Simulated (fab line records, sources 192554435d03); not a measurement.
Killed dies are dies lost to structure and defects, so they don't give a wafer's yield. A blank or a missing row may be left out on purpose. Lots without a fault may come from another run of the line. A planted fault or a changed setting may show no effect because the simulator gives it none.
Chamber matching | flow n5_finfet | N5_BEOL_M5_CMP_52 on cmp-02: 4 sister chambers
The step polishes, stops on SiCOH lowk, t overpolish 6.9 s, target thk 62 nm. 8 wafers are shown with their chamber, then 8 later ones without.

WAFERS WITH THEIR CHAMBER
wafer  | chamber | motor_current_A (A) | barrier_field_endpoint_s (s)
L075.1 | 1       | 6.0                 | 23.4
L077.6 | 0       | 6.0                 | 24.8
L083.2 | 1       | 5.9                 | 23.8
L083.3 | 2       | 6.5                 | 25.5
L086.2 | 2       | 6.6                 | 24.7
L086.4 | 3       | 6.2                 | 25.2
L086.5 | 3       | 6.4                 | 24.2
L090.2 | 0       | 5.8                 | 24.0

WAFERS WITHOUT THEIR CHAMBER
wafer  | motor_current_A (A) | barrier_field_endpoint_s (s)
L090.4 | 6.4                 | 24.2
L090.6 | 6.4                 | 24.7
L088.2 | 6.5                 | 24.5
L088.3 | 6.9                 | 24.6
L088.6 | 6.7                 | 24.7
L093.2 | 6.2                 | 24.0
L093.4 | 6.6                 | 25.5
L093.6 | 6.0                 | 24.7

WHICH CHAMBER EACH WENT THROUGH
wafer  | from the rows above          | in truth
L090.4 | can't be placed: 3 or 2      | 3
L090.6 | can't be placed: 3 or 2      | 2
L088.2 | can't be placed: 2 or 3      | 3
L088.3 | 2                            | 2
L088.6 | 2                            | 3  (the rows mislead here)
L093.2 | can't be placed: 3 or 1 or 0 | 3
L093.4 | 2                            | 2
L093.6 | can't be placed: 0 or 1 or 3 | 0
Placed correctly: 2 of 8. Can't be placed from these rows: 5 (the true chamber is among the candidates in 5). Placed wrongly: 1.
How it was worked out, from the rows above alone: a wafer's distance from a chamber is the root of the sum, over the readings, of the square of ((its reading less the chamber's mean) divided by the reading's scatter). The wafer belongs to the nearest chamber; if the next one is less than 2 further off, it can't be placed. A chamber's mean is the mean of its shown wafers. The scatter: the root of (the sum of the squares of (reading less its chamber's mean) over the shown wafers, divided by (wafers less chambers)).
